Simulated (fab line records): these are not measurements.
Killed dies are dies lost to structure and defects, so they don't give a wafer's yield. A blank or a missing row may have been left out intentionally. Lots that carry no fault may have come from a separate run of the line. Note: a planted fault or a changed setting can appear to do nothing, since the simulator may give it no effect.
Comparing a struck lot with a sound one ; flow n5Finfet ; 17 steps out of a route of 1938
Sound: wafers L836.1, L836.4, L836.6. Struck: wafer L833.2; the same lot's L833.4 was not struck, so it is left out; see the end for the cause.
Each step with rows lists, per side, the tool, then ch with its chambers, then its first start. Under that, the readings that differ: sound wafers ; struck wafers ; difference of the means ; sigmas: that difference in standard deviations of wafers without a fault.
alike: a reading whose means differ by less than 2 such deviations, as well as words and numbers matching on both sides. not compared: withheld readings; readings where some wafer has no value; bounds like >300 that might hide an equal value; numbers whose values overlap and for which the record gives no deviation.
A row with sigmas, a row that says differs or no value, or rows on one side alone: a step with any of these is where the two part. Non-overlapping numbers with no deviation appear without sigmas and do not part them. Lack of a reading on every wafer of one side parts them only where that side has two or more wafers.

first, 8 steps without rows for these wafers: N5_BEOL_M13_COAT_58 (time 60 s, resist thk 89 nm); N5_BEOL_M13_COAT_04 (resist thk 400 nm); N5_BEOL_M13_EBR_06; N5_BEOL_M13_SOFTBAKE_05 (time 60 s); N5_BEOL_M13_EXPOSE_07 (exposes mask V12); N5_BEOL_M13_PEB_08 (peb time 90 s); N5_BEOL_M13_DEVELOP_09 (develop time 45 s); N5_BEOL_M13_HARDBAKE_14 (time 120 s).
N5_BEOL_M13_CD_MEAS_10: the cd target is 190 nm.
  sound on cdSem-03 ch 0, day 14 21:56; struck on cdSem-02 ch 0, day 14 15:23
  alike: cdNm
N5_BEOL_M13_OVL_MEAS_11:
  sound on overlay-02 ch 0, day 14 21:58; struck on overlay-02 ch 0, day 14 15:25
  alike: V12_OVL
N5_BEOL_M13_INSPECT_12: inspects for defects (macro).
  sound on defectInspect-02, day 14 21:59; struck on defectInspect-02, day 14 15:26
  alike: rawDefectCount
N5_BEOL_M13_DESCUM_15: chemistry O2, time 7.9 s.
  sound on rieDiel-02 ch 0,2, day 14 22:01; struck on rieDiel-06 ch 3, day 14 15:28
  alike: drypumpMotorCurrentA, oesProductAu, rfFwdPowerW, rfVppV, showerheadPlenumPTorr, throttleValvePct
  not compared: rfHoursCounterH
N5_BEOL_M13_ETCH_59: etches BARC in N2/H2, target depth 89 nm, overetch 26.7 nm, time 67.9 s.
  sound on rieDiel-02 ch 0,2, day 14 22:04; struck on rieDiel-06 ch 3, day 14 15:30
reading;sound;struck;difference;sigmas
runLengthS (s);91.1 91.0 91.0;77.2;-13.8;-28
model.coat_of_BEOL_M13_COAT_04.thkNm (nm);318.4 316.2 316.4;329.4;+12.4;
  alike: drypumpMotorCurrentA, oesProductAu, rfVppV, showerheadPlenumPTorr, throttleValvePct
  not compared: biasW, rfFwdPowerW, rfHoursCounterH
N5_BEOL_M13_VIA_ETCH_16: etches SiOC in C4F8/O2/Ar, target depth 921.7 nm.
  sound on rieDiel-02 ch 0,2, day 14 22:07; struck on rieDiel-06 ch 3, day 14 15:33
reading;sound;struck;difference;sigmas
model.coat_of_BEOL_M13_COAT_04.thkNm (nm);74.4 60.2 60.4;86;+21;
  alike: biasW, drypumpMotorCurrentA, oesProductAu, rfFwdPowerW, rfVppV, showerheadPlenumPTorr, throttleValvePct
N5_BEOL_M13_STRIP_63: strips in N2/H2.
  sound on plasmaAsher-02 ch 1, day 14 22:20; struck on plasmaAsher-01 ch 1, day 14 15:47
reading;sound;struck;difference;sigmas
oesProductAu (a.u.);0.674 0.665 0.672;0.683;+0.013;+2
stripTimeToEndpointS (s);28.9 24.7 24.8;32.3;+6.2;+5
  alike: drypumpMotorCurrentA, heaterPowerW
  not compared: rfHoursCounterH
N5_BEOL_M13_STRIP_64: strips in N2/H2.
  sound on plasmaAsher-02 ch 1, day 14 22:24; struck on plasmaAsher-01 ch 1, day 14 15:51
  alike: drypumpMotorCurrentA, heaterPowerW, oesProductAu, stripTimeToEndpointS
  not compared: rfHoursCounterH
N5_PASSIVATION_PROBE_49:
  the record has rows for the sound wafers here (prober-02, day 16 07:58) and none for the struck ones

## WHERE THEY PART
First at N5_BEOL_M13_ETCH_59; last, within this record, at N5_PASSIVATION_PROBE_49.

WHY: what had been put in by the simulator
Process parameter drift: rieDiel-06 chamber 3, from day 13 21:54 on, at N5_BEOL_M13_ETCH_59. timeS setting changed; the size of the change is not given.
